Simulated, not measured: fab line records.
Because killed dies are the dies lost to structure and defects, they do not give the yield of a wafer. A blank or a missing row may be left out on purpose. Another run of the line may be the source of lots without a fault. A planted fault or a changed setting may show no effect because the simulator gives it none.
Comparing a struck lot with a sound one | flow n5_finfet | 16 out of 1938 route steps
Sound: these wafers, L630.1, L630.2, L630.6. Wafers struck: L648.1, L648.2, L648.3. Last of all comes the cause.
Each step with rows lists, per side, the tool, then ch with its chambers, then its first start. Under that, the readings that differ: sound wafers | struck wafers | difference of the means | sigmas: that difference in standard deviations of wafers without a fault.
alike: a reading whose means differ by less than 2 such deviations, as well as words and numbers matching on both sides. not compared: withheld readings; readings where some wafer has no value; bounds like >300 that might hide an equal value; numbers whose values overlap and for which the record gives no deviation.
Wherever a step has rows on one side only, a row that says differs or no value, or a row with sigmas, the two part there. Numbers that have no deviation but don't overlap get no sigmas and don't part them. A reading missing from all wafers of one side parts the sides only when that side holds two or more wafers.

N5_SD_EPI_N_INSPECT_11: inspects for defects (macro).
  sound: defect_inspect-01 at day 3 07:59; struck: defect_inspect-02 at day 7 19:56
  alike: raw_defect_count
then, 1 step without rows for these wafers: N5_SD_EPI_N_DESCUM_14 (chemistry O2, time 7.9 s).
N5_SD_EPI_N_ETCH_34: etches SiARC in CF4, target depth 45.5 nm, time 75.8 s.
  sound on rie_diel-03 ch 1,2,3, day 3 08:40; struck on rie_diel-03 ch 1,2,3, day 7 20:23
  alike: drypump_motor_current_A, etch_rf_on_time_s, oes_product_au, rf_vpp_V, showerhead_plenum_p_Torr, throttle_valve_pct
  not compared: rf_hours_counter_h
then, 2 steps without rows for these wafers: N5_SD_EPI_N_ETCH_35 (etches SOC in N2/H2, overetch 108 nm, time 486 s); N5_SD_EPI_N_STRIP_36 (strips in N2/H2).
N5_SD_EPI_N_ETCHBACK_44: etches SiNx in CH3F/O2, stops on SiO2, target depth 14.5 nm.
  sound on rie_diel-03 ch 1,2,3, day 3 09:02; struck on rie_diel-03 ch 1,2,3, day 7 20:46
  alike: drypump_motor_current_A, oes_ar_750_au, oes_f_703_au, oes_o_777_au, oes_product_au, rf_vpp_V, showerhead_plenum_p_Torr, throttle_valve_pct
  not compared: rf_hours_counter_h
N5_SD_EPI_N_ETCH_45: etches SiOCN in CH3F/O2, target depth 6 nm.
  sound on rie_diel-03 ch 1,2,3, day 3 09:08; struck on rie_diel-03 ch 1,2,3, day 7 20:52
  alike: drypump_motor_current_A, oes_product_au, rf_vpp_V, showerhead_plenum_p_Torr, throttle_valve_pct
  not compared: rf_hours_counter_h
N5_SD_EPI_N_ETCH_16: etches SiO2 in CHF3/O2, target depth 5 nm.
  sound on rie_diel-03 ch 1,2,3, day 3 09:14; struck on rie_diel-03 ch 1,2,3, day 7 20:58
  alike: drypump_motor_current_A, oes_ar_750_au, oes_f_703_au, oes_o_777_au, oes_product_au, rf_vpp_V, showerhead_plenum_p_Torr, throttle_valve_pct
  not compared: rf_hours_counter_h
then, 2 steps without rows for these wafers: N5_SD_EPI_N_STRIP_47 (strips in CHF3/O2); N5_SD_EPI_N_SD_RECESS_17 (chemistry HBr/Cl2/O2, target depth 41 nm, time 23.7 s, bt time 3 s).
N5_SD_EPI_N_STRIP_38: strips in N2/H2.
  sound on plasma_asher-01 ch 0,1, day 3 09:25; struck on plasma_asher-01 ch 0,1, day 7 21:08
  alike: drypump_motor_current_A, h2_flow_sccm, heater_power_w, oes_product_au
  not compared: rf_hours_counter_h
then, 1 step without rows for these wafers: N5_SD_EPI_N_WET_ETCH_43 (etches SiO2 in dHF, time 14 s, target depth 1.5 nm).
N5_SD_EPI_N_STRIP_18: strips in SPM, time 750 s.
  sound on wet_bench-01 ch 1,2,4, day 3 09:32; struck on wet_bench-01 ch 3,4,5, day 7 21:13
  no value came back on the struck wafers for bath_guard_temp_C (C), bath_heat_duty_pct (%); on the sound wafers bath_guard_temp_C (C) reads 130.5 131.2 129.9
then, 1 step without rows for these wafers: N5_SD_EPI_N_SRD_20 (time 30 s).
-- record jumps: 5 days separate the struck wafers' starts on either side; left off in module SD_EPI_N, taken up again in module BEOL_M4, whose first shown step is the route's number 1111 --
N5_BEOL_M4_RC_MEAS_101:
  sound on prober-01 ch 0, day 8 03:32; struck on prober-01 ch 0, day 12 21:03
  alike: DIBL_N, DIBL_P, IOFF_N, IOFF_P, ION_N, ION_P, SS_N, SS_P, VT_N, VT_P
-- a jump in the record: the struck wafers' starts before and after are 5 days apart (it breaks off in module BEOL_M4 and resumes in module PASSIVATION, where the first step shown is number 1936 of the route) --
N5_PASSIVATION_PROBE_49:
  sound: prober-02 at day 12 14:34; struck: prober-01 at day 17 20:38
  alike: defect_limited_yield, killed_at_M0_to_M3, killed_at_M4_up, killed_at_contacts, killed_at_front_end, killed_at_other, killed_dies, killed_on_rim, killed_open, killed_short, sort_bin_5_function, sort_bin_6_memory, sort_n_pass, sort_yield_pct

WHERE THEY PART
Within this record, at N5_SD_EPI_N_STRIP_18 only. Later steps at which nothing parts them and some readings are alike: N5_BEOL_M4_RC_MEAS_101, N5_PASSIVATION_PROBE_49.

WHY: what the simulator had put in
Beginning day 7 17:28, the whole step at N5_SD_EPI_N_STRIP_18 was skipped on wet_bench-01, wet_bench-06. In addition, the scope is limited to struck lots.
